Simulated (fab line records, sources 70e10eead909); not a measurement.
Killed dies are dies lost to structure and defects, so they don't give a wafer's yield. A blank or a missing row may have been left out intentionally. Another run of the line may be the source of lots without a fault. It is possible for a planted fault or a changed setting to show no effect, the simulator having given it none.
Which tool did it? ; flow nand-harc ; 24 lots with 72 wafers sampled at 5 steps, on a route of 1302 steps

== WHAT THE GAUGES SHOWED, per wafer ==
NHARC_A_M1_THK_MEAS_24: measures by xrf. Usual: thk-nm 154.8 nm, standard deviation 1.5.
lot;measured;on;thk-nm (nm);flag
L074;day 22 17:12;film-metro-02;152.6 155.5 154.3;
L076;day 23 14:37;film-metro-01;155.6 153.1 158.3;
L075;day 23 14:57;film-metro-02;152.5 154.6 154.4;
L077;day 24 06:11;film-metro-01;154.2 157.2 156.0;
L078;day 24 16:20;film-metro-02;155.3 156.2 154.4;
L079;day 25 17:16;film-metro-01;154.5 154.6 155.5;
L080;day 26 01:42;film-metro-02;152.7 156.0 153.2;
L081;day 26 09:32;film-metro-01;155.1 155.3 153.8;
L082;day 26 10:04;film-metro-01;154.4 154.6 154.1;
L083;day 27 05:56;film-metro-01;155.5 155.4 156.0;
L084;day 27 11:11;film-metro-01;156.3 152.2 154.7;
L085;day 27 13:43;film-metro-01;156.4 155.4 154.0;
L086;day 27 20:07;film-metro-02;154.8 155.8 154.2;
L087;day 28 12:16;film-metro-01;151.7 153.6 154.6;
L088;day 28 23:24;film-metro-02;153.8 154.3 153.6;
L089;day 29 03:25;film-metro-02;154.7 154.7 155.8;
L090;day 29 05:32;film-metro-01;155.5 152.4 155.5;
L091;day 30 23:55;film-metro-01;154.5 155.3 151.3;
L092;day 31 00:25;film-metro-02;152.8 156.3 154.5;
L093;day 31 04:59;film-metro-01;152.5 153.7 153.8;
L094;day 31 05:32;film-metro-01;155.8 154.6 155.4;
L095;day 32 01:40;film-metro-02;155.5 154.3 155.7;
L097;day 32 15:21;film-metro-02;156.0 154.8 156.1;
L096;day 32 17:05;film-metro-02;157.9 154.8 156.7;

== WHICH TOOL RAN EACH LOT (tool, then ch and the chambers of the sampled wafers, then the start) ==
lot;NHARC_A_M0_DEGAS_28;NHARC_A_M1_DESCUM_14;NHARC_A_M1_DEGAS_29;NHARC_A_M1_PVD_20
L074;pvd-sputter-02, day 22 11:23;rie-diel-12 ch 0,3, day 22 14:45;pvd-sputter-03, day 22 15:46;pvd-sputter-03, day 22 17:12 or earlier
L076;pvd-sputter-02, day 23 09:13;rie-diel-12 ch 2,3, day 23 12:12;pvd-sputter-02, day 23 13:13;pvd-sputter-02, day 23 14:37 or earlier
L075;pvd-sputter-03, day 23 09:29;rie-diel-12 ch 1,2, day 23 12:32;pvd-sputter-01, day 23 13:34;pvd-sputter-01, day 23 14:57 or earlier
L077;pvd-sputter-02, day 24 00:28;rie-diel-02 ch 0,2,3, day 24 03:27;pvd-sputter-03, day 24 04:48;pvd-sputter-03, day 24 06:11 or earlier
L078;pvd-sputter-01, day 24 10:30;rie-diel-12 ch 0,1, day 24 13:50;pvd-sputter-03, day 24 14:56;pvd-sputter-03, day 24 16:20 or earlier
L079;pvd-sputter-03, day 25 11:30;rie-diel-13 ch 0,2,3, day 25 14:52;pvd-sputter-03, day 25 15:53;pvd-sputter-03, day 25 17:16 or earlier
L080;pvd-sputter-02, day 25 20:10;rie-diel-12 ch 0,2, day 25 23:17;pvd-sputter-02, day 26 00:17;pvd-sputter-02, day 26 01:42 or earlier
L081;pvd-sputter-03, day 26 03:49;rie-diel-13 ch 1,2,3, day 26 06:56;pvd-sputter-03, day 26 08:09;pvd-sputter-03, day 26 09:32 or earlier
L082;pvd-sputter-01, day 26 04:32;rie-diel-02 ch 1,2,3, day 26 07:38;pvd-sputter-03, day 26 08:40;pvd-sputter-03, day 26 10:04 or earlier
L083;pvd-sputter-01, day 27 00:31;rie-diel-13 ch 0,1, day 27 03:31;pvd-sputter-01, day 27 04:32;pvd-sputter-01, day 27 05:56 or earlier
L084;pvd-sputter-02, day 27 05:33;rie-diel-02 ch 1,3, day 27 08:44;pvd-sputter-03, day 27 09:44;pvd-sputter-03, day 27 11:11 or earlier
L085;pvd-sputter-01, day 27 07:44;rie-diel-13 ch 0,1, day 27 11:19;pvd-sputter-03, day 27 12:20;pvd-sputter-03, day 27 13:43 or earlier
L086;pvd-sputter-02, day 27 12:32;rie-diel-12 ch 1,3, day 27 17:41;pvd-sputter-03, day 27 18:44;pvd-sputter-03, day 27 20:07 or earlier
L087;pvd-sputter-02, day 28 06:49;rie-diel-12 ch 0,1,2, day 28 09:50;pvd-sputter-01, day 28 10:52;pvd-sputter-01, day 28 12:16 or earlier
L088;pvd-sputter-01, day 28 17:49;rie-diel-12 ch 0,2,3, day 28 21:01;pvd-sputter-01, day 28 22:01;pvd-sputter-01, day 28 23:24 or earlier
L089;pvd-sputter-03, day 28 21:44;rie-diel-13 ch 0,1,2, day 29 01:00;pvd-sputter-03, day 29 02:01;pvd-sputter-03, day 29 03:25 or earlier
L090;pvd-sputter-01, day 29 00:08;rie-diel-12 ch 1,2,3, day 29 03:08;pvd-sputter-03, day 29 04:08;pvd-sputter-03, day 29 05:32 or earlier
L091;pvd-sputter-03, day 30 18:21;rie-diel-13 ch 0,1,3, day 30 21:30;pvd-sputter-02, day 30 22:30;pvd-sputter-02, day 30 23:55 or earlier
L092;pvd-sputter-01, day 30 18:55;rie-diel-13 ch 0,1,3, day 30 22:01;pvd-sputter-03, day 30 23:01;pvd-sputter-03, day 31 00:25 or earlier
L093;pvd-sputter-02, day 30 23:26;rie-diel-12 ch 1,3, day 31 02:34;pvd-sputter-01, day 31 03:36;pvd-sputter-01, day 31 04:59 or earlier
L094;pvd-sputter-03, day 30 23:57;rie-diel-12 ch 0,1, day 31 03:06;pvd-sputter-01, day 31 04:09;pvd-sputter-01, day 31 05:32 or earlier
L095;pvd-sputter-03, day 31 19:28;rie-diel-13 ch 1,3, day 31 23:11;pvd-sputter-03, day 32 00:16;pvd-sputter-03, day 32 01:40 or earlier
L097;pvd-sputter-02, day 32 09:55;rie-diel-02 ch 0,1, day 32 12:56;pvd-sputter-02, day 32 13:57;pvd-sputter-02, day 32 15:21 or earlier
L096;pvd-sputter-03, day 32 11:32;rie-diel-02 ch 0,2,3, day 32 14:40;pvd-sputter-02, day 32 15:41;pvd-sputter-02, day 32 17:05 or earlier
- NHARC_A_M0_DEGAS_28: time 60 s.
- NHARC_A_M1_DESCUM_14: chemistry O2, time 3 s.
- NHARC_A_M1_DEGAS_29: time 60 s.
- NHARC_A_M1_PVD_20: deposits TaN, target thk 5 nm, time 8.06 s.

== AS READ BY THE TOOLS THEMSELVES (means over the sampled wafers that have a number; for cases with no such wafer, the mark the record gives instead) ==
NHARC_A_M0_DEGAS_28. Usual: heater-power-w 336 W, standard deviation 36.
lot;tool;heater-power-w (W);flag
L074;pvd-sputter-02;336;
L076;pvd-sputter-02;312;
L075;pvd-sputter-03;386;
L077;pvd-sputter-02;330;
L078;pvd-sputter-01;357;
L079;pvd-sputter-03;375;
L080;pvd-sputter-02;312;
L081;pvd-sputter-03;369;
L082;pvd-sputter-01;333;
L083;pvd-sputter-01;330;
L084;pvd-sputter-02;296;
L085;pvd-sputter-01;347;
L086;pvd-sputter-02;336;
L087;pvd-sputter-02;318;
L088;pvd-sputter-01;338;
L089;pvd-sputter-03;368;
L090;pvd-sputter-01;325;
L091;pvd-sputter-03;342;
L092;pvd-sputter-01;349;
L093;pvd-sputter-02;340;
L094;pvd-sputter-03;317;
L095;pvd-sputter-03;366;
L097;pvd-sputter-02;321;
L096;pvd-sputter-03;376;

NHARC_A_M1_DESCUM_14. Usual: drypump-motor-current-A 5.7 A, standard deviation 0.53; oes-product-au 1.001 a.u., standard deviation 0.0096; rf-vpp-V 57.8 V, standard deviation 1; showerhead-plenum-p-Torr 1.89 Torr, standard deviation 0.078; throttle-valve-pct 11.310 %, standard deviation 0.0094.
lot;tool;drypump-motor-current-A (A);oes-product-au (a.u.);rf-vpp-V (V);showerhead-plenum-p-Torr (Torr);throttle-valve-pct (%);flag
L074;rie-diel-12;5.6;1.012;58.2;1.95;11.308;
L076;rie-diel-12;5.6;0.999;57.1;1.82;11.316;
L075;rie-diel-12;5.9;0.995;58.0;1.87;11.305;
L077;rie-diel-02;5.3;1.005;57.9;1.87;11.315;
L078;rie-diel-12;5.7;1.000;58.4;1.97;11.313;
L079;rie-diel-13;5.5;1.014;58.6;1.90;11.302;
L080;rie-diel-12;5.2;1.008;58.1;1.88;11.305;
L081;rie-diel-13;6.0;1.002;58.0;1.90;11.314;
L082;rie-diel-02;5.4;0.995;58.2;1.92;11.310;
L083;rie-diel-13;6.2;1.014;57.5;1.94;11.306;
L084;rie-diel-02;5.4;1.002;58.1;1.97;11.309;
L085;rie-diel-13;5.7;1.012;57.9;1.94;11.306;
L086;rie-diel-12;6.0;0.990;57.1;1.84;11.308;
L087;rie-diel-12;5.6;0.997;57.7;1.90;11.315;
L088;rie-diel-12;5.5;0.991;58.0;1.88;11.319;
L089;rie-diel-13;5.6;1.004;58.0;1.89;11.318;
L090;rie-diel-12;5.8;1.000;57.1;1.84;11.309;
L091;rie-diel-13;6.1;1.001;58.7;1.95;11.312;
L092;rie-diel-13;6.1;1.008;56.9;1.95;11.305;
L093;rie-diel-12;6.1;0.993;57.6;1.86;11.314;
L094;rie-diel-12;5.8;0.992;57.8;1.97;11.304;
L095;rie-diel-13;6.6;1.000;58.6;1.95;11.313;
L097;rie-diel-02;5.6;0.996;57.8;1.92;11.320;
L096;rie-diel-02;5.3;1.002;58.3;1.86;11.303;

NHARC_A_M1_DEGAS_29. Usual: heater-power-w 344 W, standard deviation 38.
lot;tool;heater-power-w (W);flag
L074;pvd-sputter-03;340;
L076;pvd-sputter-02;297;
L075;pvd-sputter-01;347;
L077;pvd-sputter-03;369;
L078;pvd-sputter-03;352;
L079;pvd-sputter-03;374;
L080;pvd-sputter-02;338;
L081;pvd-sputter-03;348;
L082;pvd-sputter-03;371;
L083;pvd-sputter-01;345;
L084;pvd-sputter-03;397;
L085;pvd-sputter-03;365;
L086;pvd-sputter-03;376;
L087;pvd-sputter-01;333;
L088;pvd-sputter-01;353;
L089;pvd-sputter-03;372;
L090;pvd-sputter-03;343;
L091;pvd-sputter-02;318;
L092;pvd-sputter-03;333;
L093;pvd-sputter-01;342;
L094;pvd-sputter-01;329;
L095;pvd-sputter-03;378;
L097;pvd-sputter-02;331;
L096;pvd-sputter-02;310;

NHARC_A_M1_PVD_20. Usual: substrate-temp-c 50.01 C, standard deviation 0.13; throttle-valve-pct 29.8 %, standard deviation 0.93.
lot;tool;substrate-temp-c (C);throttle-valve-pct (%);flag
L074;pvd-sputter-03;49.98;29.4;
L076;pvd-sputter-02;49.86;29.3;
L075;pvd-sputter-01;50.13;29.1;
L077;pvd-sputter-03;49.79;29.7;
L078;pvd-sputter-03;50.13;29.7;
L079;pvd-sputter-03;50.00;29.8;
L080;pvd-sputter-02;50.10;30.2;
L081;pvd-sputter-03;49.95;29.5;
L082;pvd-sputter-03;49.97;29.7;
L083;pvd-sputter-01;49.95;30.9;
L084;pvd-sputter-03;49.95;29.8;
L085;pvd-sputter-03;49.95;29.8;
L086;pvd-sputter-03;50.06;29.8;
L087;pvd-sputter-01;50.10;29.8;
L088;pvd-sputter-01;49.96;31.4;
L089;pvd-sputter-03;50.09;29.6;
L090;pvd-sputter-03;49.89;29.8;
L091;pvd-sputter-02;50.05;29.6;
L092;pvd-sputter-03;50.04;29.1;
L093;pvd-sputter-01;50.13;31.0;
L094;pvd-sputter-01;49.86;31.5;
L095;pvd-sputter-03;50.06;29.4;
L097;pvd-sputter-02;49.89;30.4;
L096;pvd-sputter-02;50.00;30.5;

== THE ANSWER, worked out from the rows above alone ==
Rule: a lot counts as off when the mean over its wafers that have a number is more than 3 standard deviations away from the usual mean. Also off: a lot with no number at a reading for which 4 or more lots have one. The other lots that the step has rows for count as sound. First the gauges in route order, then the tools' own readings, where a lot's mean is used as printed above. The first step at which some lot is off is used, and at that step the reading that is off furthest; a lot without a number counts as furthest.
Nothing can be told from this: no lot is off at any reading shown.

== WHAT WAS PUT IN BY THE SIMULATOR ==
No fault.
